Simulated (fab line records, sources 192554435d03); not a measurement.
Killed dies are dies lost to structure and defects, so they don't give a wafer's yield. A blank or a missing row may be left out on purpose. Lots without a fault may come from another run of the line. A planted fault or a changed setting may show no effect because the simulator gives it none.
fab line records | flow n5_finfet
record lots=10 wafers=28 last_day=17
route steps=1938 shown MOL_CONTACT_COAG@559 BEOL_M4@1111 PASSIVATION@1936
lots that met no fault: from a run of the same line without faults
start_h: hours from the record's first day to the start of the lot's first wafer shown | wait_h: hours since the lot's step before | " the same as in the row above | L1.1+2: a row that stands for several wafers | - no value, or no start given | * or withheld: withheld | < > ~ a bound
route shown NAME@n: a module of which the file shows steps, and the number in the route of the first | usual: mean/standard deviation of fault-free wafers | same: alike in all rows | chamber/n: place in a boat | sites: the reading at each site | _std_site: their standard deviation | _edge_site: outer sites' mean less inner sites' | radius_mm: how far each site lies from the wafer's centre | mask NAME#n: copy n | behind: the tool/chamber that last shaped the wafer | hold: why the lot was held/for how many hours/how that ended | device: the transistor (n, p or np) that didn't switch | end of line: the same wafers' tests at the end of the route | a step without rows: its recipe alone | killed: dies lost to structure and defects at the first sort, not the wafer's yield | map: a wafer's dies, x killed, . not, _ none there
set.NAME: the setting as run; set.NAME@STEP: as run at that earlier step | model.NAME: the simulator's own value behind a step, which no gauge read
steps of the route over a sample of lots; a table a step, a row a wafer
services: from which hour (start_h, from the record's first day; less than 0 if before it) a tool's chamber was out of use, for how many hours, and why
## steps
# step N5_MOL_CONTACT_COAG_ALD_27
# recipe material=SiOC target_thk_a=170 temp_c=400 ald_precursor_family=carbosiloxane ald_co_reactant=H2-plasma pulse_time_s=1.5 time_s=2720 purge_time_s=2 co_reactant_purge_time_s=2 ald_cycles=340 pressure_torr=2
# usual heater_power_w=840/83 precursor_pulse_height_rel=0.999/0.018
# same time_s=2720
# columns lot.wafer tool chamber start_h wait_h heater_power_w precursor_pulse_height_rel
L848.3 ald_sin-04 0 108.35 0.0 890 1.006
L848.5 " 1 " " 971 1.000
L848.6 " 2 " " 882 1.001
L852.4 ald_sin-04 3 128.59 0.0 754 1.026
L852.5 " 1 " " 952 0.998
L853.2 ald_sin-03 3 138.82 0.0 741 0.954
L853.5 " 2 " " 669 1.017
L854.1 ald_sin-03 3 146.21 0.0 745 0.990
L854.4 " 2 " " 682 1.006
L854.6 " 0 " " 858 1.016
L863.1 ald_sin-02 0 197.87 0.0 742 0.955
L863.2 " 1 " " 863 0.995
L863.3 " 3 " " 849 0.971
L864.2 ald_sin-03 2 206.87 0.5 661 1.001
L864.4 " 0 " " 853 1.006
L864.5 " 3 " " 765 0.989
L865.1 ald_sin-02 0 212.62 0.1 726 0.996
L865.5 " 2 " " 827 1.037
L865.6 " 0 " " 735 0.998
L866.1 ald_sin-04 2 218.24 0.0 891 0.975
L866.3 " 0 " " 880 1.015
L866.4 " 3 " " 749 0.982
L867.2 ald_sin-04 2 220.18 0.4 890 1.001
L867.4 " 3 " " 758 1.012
L867.5 " 0 " " 887 1.020
L869.3 ald_sin-03 0 233.72 0.4 858 0.968
L869.4 " 2 " " 678 1.015
L869.6 " 1 " " 780 0.974
# step N5_MOL_CONTACT_COAG_ALD_123
# recipe material=SiNx target_thk_a=50 temp_c=400 ald_precursor_family=SiH2I2 ald_co_reactant=N2/H2-plasma pulse_time_s=1 purge_time_s=2 co_reactant_purge_time_s=2 ald_cycles=100 pressure_torr=2
# usual heater_power_w=804/82 precursor_pulse_height_rel=0.998/0.021
# columns lot.wafer tool chamber start_h wait_h heater_power_w precursor_pulse_height_rel
L848.3 ald_sin-03 1 110.25 0.0 785 0.986
L848.5 " 1 " " 812 0.976
L848.6 " 2 " " 668 0.987
L852.4 ald_sin-02 1 130.85 0.4 888 0.969
L852.5 " 2 " " 774 1.005
L853.2 ald_sin-02 0 140.72 0.0 750 1.011
L853.5 " 3 " " 921 1.012
L854.1 ald_sin-04 3 148.11 0.0 742 0.999
L854.4 " 0 " " 887 1.026
L854.6 " 3 " " 745 0.996
L863.1 ald_sin-02 1 199.82 0.0 873 0.991
L863.2 " 0 " " 733 0.975
L863.3 " 3 " " 877 0.984
L864.2 ald_sin-03 0 208.77 0.0 862 1.021
L864.4 " 2 " " 693 1.055
L864.5 " 1 " " 804 0.964
L865.1 ald_sin-02 1 214.52 0.0 859 1.017
L865.5 " 3 " " 907 1.002
L865.6 " 0 " " 730 0.948
L866.1 ald_sin-03 2 220.47 0.4 679 0.985
L866.3 " 1 " " 806 0.998
L866.4 " 3 " " 755 0.992
L867.2 ald_sin-04 2 222.08 0.0 888 1.011
L867.4 " 0 " " 888 0.996
L867.5 " 1 " " 937 0.995
L869.3 ald_sin-02 3 235.63 0.0 912 0.973
L869.4 " 0 " " 733 1.024
L869.6 " 0 " " 736 0.984
# step N5_MOL_CONTACT_COAG_CD_MEAS_84
# recipe target_cd_nm=25.1 landing_energy_ev=500 detector=se_inlens polarity=opening
# usual cd_nm=25.09/0.25
# columns lot.wafer tool chamber start_h wait_h cd_nm
L848.3 cd_sem-03 0 111.10 - 24.91
L848.5 " 0 " " 25.18
L848.6 " 0 " " 25.36
L852.4 cd_sem-01 0 131.82 - 25.09
L852.5 " 0 " " 25.16
L853.2 cd_sem-02 0 141.69 - 25.16
L853.5 " 0 " " 25.34
L854.1 cd_sem-01 0 149.07 - 25.21
L854.4 " 0 " " 24.82
L854.6 " 0 " " 24.82
L863.1 cd_sem-01 0 200.67 - 25.07
L863.2 " 0 " " 25.42
L863.3 " 0 " " 25.33
L864.2 cd_sem-01 0 209.75 - 24.95
L864.4 " 0 " " 25.12
L864.5 " 0 " " 25.24
L865.1 cd_sem-01 0 215.36 - 24.96
L865.5 " 0 " " 24.96
L865.6 " 0 " " 25.07
L866.1 cd_sem-01 0 221.45 - 25.06
L866.3 " 0 " " 25.09
L866.4 " 0 " " 24.85
L867.2 cd_sem-01 0 223.05 - 25.10
L867.4 " 0 " " 24.78
L867.5 " 0 " " 24.49
L869.3 cd_sem-01 0 236.60 - 24.61
L869.4 " 0 " " 24.74
L869.6 " 0 " " 25.01
# step N5_MOL_CONTACT_COAG_ETCH_47
# recipe chemistry=CH3F/O2 target=SiNx target_depth_a=270 mask_material=SiO2 stop_on=W over_etch_frac=0.2 ion_energy_ev=120 endpoint=OES-CN pressure_mtorr=30 source_w=395 bias_w=73 Ar_flow_sccm=150 CH3F_flow_sccm=30 O2_flow_sccm=20 ends=end_point
# usual drypump_motor_current_A=5.9/0.42 etch_rf_on_time_s=31.1/0.45 oes_product_au=0.71/0.079 rf_vpp_V=297.9/2.8 showerhead_plenum_p_Torr=2.01/0.075 throttle_valve_pct=16.21/0.21
# columns lot.wafer tool chamber start_h wait_h drypump_motor_current_A etch_rf_on_time_s oes_product_au rf_hours_counter_h rf_vpp_V showerhead_plenum_p_Torr throttle_valve_pct
L848.3 rie_diel-06 2 111.85 0.0 5.7 31.4 0.70 132 296.0 1.92 16.32
L848.5 " 1 " " 6.4 31.1 0.79 - 297.3 2.12 16.17
L848.6 " 3 " " 6.6 31.3 0.63 - 296.6 1.90 16.08
L852.4 rie_diel-06 0 132.67 0.0 5.9 50.8 0.52 138 294.0 2.00 16.16
L852.5 " 0 " " 5.9 31.5 0.67 - 294.4 2.00 16.16
L853.2 rie_diel-06 3 142.39 0.0 6.6 50.8 0.48 220 296.1 1.89 16.08
L853.5 " 0 " " 5.9 31.0 0.67 - 294.0 2.00 16.16
L854.1 rie_diel-06 0 150.13 0.0 5.9 31.2 0.66 144 293.6 2.00 16.16
L854.4 " 3 " " 6.6 50.8 0.48 223 295.3 1.89 16.07
L854.6 " 2 " " 5.6 30.3 0.70 - 295.5 1.92 16.35
L863.1 rie_diel-05 2 201.38 0.0 5.8 30.7 0.80 28 297.8 2.03 15.74
L863.2 " 1 " " 5.6 31.3 0.66 143 301.9 2.09 16.16
L863.3 " 3 " " 5.9 32.0 0.59 249 298.2 1.97 16.57
L864.2 rie_diel-05 0 210.84 0.0 5.0 31.0 0.80 26 296.8 2.13 16.28
L864.4 " 0 " " 5.1 30.8 0.79 - 297.3 2.13 16.30
L864.5 " 1 " " 5.6 30.7 0.65 - 300.5 2.09 16.18
L865.1 rie_diel-06 1 216.06 0.0 6.5 31.8 0.74 77 298.0 2.11 16.25
L865.5 " 3 " " 6.6 31.5 0.60 - 297.7 1.88 16.14
L865.6 " 2 " " 5.6 31.6 0.67 - 294.5 1.91 16.39
L866.1 rie_diel-06 2 222.15 0.0 5.6 31.0 0.68 169 295.3 1.91 16.41
L866.3 " 3 " " 6.6 31.4 0.60 248 294.5 1.88 16.14
L866.4 " 1 " " 6.5 31.1 0.76 79 298.0 2.11 16.25
L867.2 rie_diel-06 2 223.87 0.0 5.6 31.5 0.67 169 294.0 1.91 16.41
L867.4 " 3 " " 6.6 31.7 0.59 249 296.4 1.88 16.14
L867.5 " 0 " " 5.9 31.8 0.64 - 293.0 1.99 16.22
L869.3 rie_diel-04 3 237.39 0.0 5.6 30.1 0.81 28 300.6 2.04 15.98
L869.4 " 2 " " 5.9 30.8 0.71 112 298.2 2.01 16.53
L869.6 " 3 " " 5.6 30.0 0.80 - 300.4 2.04 15.98
# step N5_BEOL_M4_RC_MEAS_101
# usual DIBL_N=36.3/1.4 DIBL_P=36.2/1.5 IOFF_N=0.160/0.021 IOFF_P=0.211/0.027 ION_N=676/7.7 ION_P=463/5.5 SS_N=71.4/0.57 SS_P=73.3/0.58 VT_N=249.3/2.5 VT_P=-250.1/2.6
# columns lot.wafer tool chamber start_h wait_h DIBL_N[mV/V] DIBL_P[mV/V] IOFF_N[nA/um] IOFF_P[nA/um] ION_N[uA/um] ION_P[uA/um] SS_N[mV/dec] SS_P[mV/dec] VT_N[mV] VT_P[mV]
L848.3 prober-01 0 186.48 0.3 34.7 35.4 0.147 0.193 674 461 70.8 72.1 249.7 -250.8
L848.5 " 0 " " 35.4 35.5 0.154 0.193 673 457 71.6 73.2 250.8 -250.3
L848.6 " 0 " " 35.9 36.0 0.162 0.212 676 463 71.6 72.9 249.0 -249.7
L852.4 prober-01 0 205.23 0.5 38.2 37.4 0.152 0.229 673 469 71.0 73.6 249.7 -249.4
L852.5 " 0 " " 37.8 35.5 0.137 0.201 674 461 71.8 73.1 253.1 -250.7
L853.2 prober-01 0 214.40 0.2 36.5 34.9 0.147 0.196 670 467 71.1 72.8 248.7 -246.6
L853.5 " 0 " " 35.9 34.0 0.139 0.198 677 469 70.9 72.5 249.1 -248.9
L854.1 prober-01 0 217.77 0.0 35.9 37.6 0.178 0.229 687 463 71.1 73.7 248.4 -251.9
L854.4 " 0 " " 35.3 36.3 0.157 0.213 672 461 70.7 73.3 251.2 -250.3
L854.6 " 0 " " 35.4 35.6 0.154 0.201 679 461 70.4 73.0 248.0 -248.6
L863.1 prober-02 0 265.66 0.0 36.1 35.1 0.162 0.204 672 465 71.2 72.9 248.7 -249.9
L863.2 " 0 " " 36.1 34.6 0.162 0.194 681 463 71.5 73.4 248.9 -252.3
L863.3 " 0 " " 35.0 33.8 0.150 0.184 680 463 70.9 72.8 250.5 -251.6
L865.1 prober-02 0 276.11 0.0 35.1 33.6 0.140 0.178 667 459 70.2 72.8 251.3 -250.3
L865.5 " 0 " " 35.0 34.5 0.153 0.185 680 460 71.4 73.0 246.7 -255.1
L865.6 " 0 " " 34.2 33.2 0.135 0.174 668 455 70.4 72.7 249.4 -253.7
L864.2 prober-02 0 283.61 0.2 35.0 34.3 0.146 0.194 679 467 70.6 72.6 249.2 -249.9
L864.4 " 0 " " 35.2 34.6 0.144 0.202 667 462 70.2 72.6 249.8 -249.2
L864.5 " 0 " " 38.0 37.7 0.191 0.251 679 467 70.8 73.4 243.9 -248.9
L866.1 prober-02 0 296.92 0.0 36.2 37.0 0.155 0.210 681 465 71.0 72.6 248.7 -248.2
L866.3 " 0 " " 33.3 34.4 0.112 0.168 667 460 70.5 72.3 252.3 -251.6
L866.4 " 0 " " 35.4 36.0 0.134 0.185 676 465 71.1 72.1 250.8 -252.4
L867.2 prober-01 0 300.78 0.2 36.7 38.9 0.172 0.245 678 468 71.2 73.8 248.6 -249.6
L867.4 " 0 " " 34.1 35.2 0.128 0.191 662 462 70.9 72.5 250.9 -248.4
L867.5 " 0 " " 34.5 36.2 0.141 0.199 671 461 70.6 73.5 251.8 -251.2
L869.3 prober-01 0 313.48 0.3 36.2 36.6 0.155 0.221 673 465 71.6 74.1 250.7 -249.9
L869.4 " 0 " " 35.2 34.4 0.125 0.181 660 451 70.8 73.0 253.3 -250.6
L869.6 " 0 " " 37.5 37.0 0.157 0.228 673 460 71.8 74.3 250.6 -249.8
# step N5_PASSIVATION_PROBE_49
# usual defect_limited_yield=91.3/1.4 killed_at_M0_to_M3=34/10 killed_at_M4_up=13/4.8 killed_at_contacts=12/6.1 killed_at_front_end=40/11 killed_at_other=3.7/2.8 killed_dies=103/16 killed_open=67/12 killed_short=34/7.4 sort_bin_5_function=5.1/0.95 sort_bin_6_memory=3.2/0.62 sort_n_pass=1077/16 sort_yield_pct=91.3/1.4
# same gross_dies=1180 killed_at_back_side=0 sort_bin_4_leakage[%]=0 sort_bin_8_speed[%]=0
# columns lot.wafer tool chamber start_h wait_h defect_limited_yield[%] killed_at_M0_to_M3 killed_at_M4_up killed_at_contacts killed_at_front_end killed_at_other killed_dies killed_open killed_short sort_bin_5_function[%] sort_bin_6_memory[%] sort_n_pass sort_yield_pct[%]
L853.2 prober-02 - 315.79 0.1 90.5 49 11 15 26 11 112 71 41 4.9 4.2 1068 90.5
# killed by level:class
L853.2 BEOL_M0_SAQP:geometric_particle:short=15 MOL_CONTACT_COAG:geometric_particle:open=12 BEOL_M0_SAQP:geometric_particle:open=9 FIN_SAQP:geometric_particle:open=7 BEOL_M3:geometric_particle:open=7 BEOL_M1:geometric_particle:open=6 BEOL_M4:geometric_particle:open=6 BEOL_M2:geometric_particle:open=5
## services
# columns tool chamber start_h hours kind
ald_sin-03 - 85.66 14.0 pm
ald_sin-03 0 85.66 14.0 vent_cycle
ald_sin-03 1 85.66 14.0 vent_cycle
ald_sin-03 2 85.66 14.0 vent_cycle
ald_sin-03 3 85.66 26.8 vent_cycle
ald_sin-03 0 99.66 - clean
ald_sin-03 1 99.66 - clean
ald_sin-03 2 99.66 - clean
rie_diel-04 1 104.02 9.3 repair
rie_diel-05 2 132.80 6.0 repair
ald_sin-02 - 151.52 6.0 pm
ald_sin-02 - 177.52 14.0 pm
ald_sin-02 0 177.52 14.0 vent_cycle
ald_sin-02 1 177.52 14.0 vent_cycle
ald_sin-02 2 177.52 14.0 vent_cycle
ald_sin-02 3 177.52 14.0 vent_cycle
ald_sin-02 0 191.52 - clean
ald_sin-02 1 191.52 - clean
ald_sin-02 2 191.52 - clean
ald_sin-02 3 191.52 - clean
ald_sin-02 - 216.71 1.4 repair
ald_sin-02 1 226.62 1.5 repair
rie_diel-06 3 228.27 - clean
rie_diel-06 3 228.27 - consumable_replace:focus_ring
## key
first_sign step=N5_MOL_CONTACT_COAG_ETCH_47 reading=etch_rf_on_time_s direction=up sigmas=44 usual=* struck=*
effect none on later readings
met_at N5_MOL_CONTACT_COAG_ETCH_47
struck_lots L852,L853,L854
struck_wafers L852.4,L853.2,L854.4
not_acting_at N5_MOL_CONTACT_COAG_ALD_27,N5_MOL_CONTACT_COAG_ALD_123,N5_MOL_CONTACT_COAG_CD_MEAS_84
onset_between 111.85 132.67
fault kind=process_parameter_drift tool=rie_diel-06 chamber=- onset_h=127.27 steps=N5_MOL_CONTACT_COAG_ETCH_47 channel=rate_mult offset=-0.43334 shape=step end_h=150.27 scope=struck_wafers_only
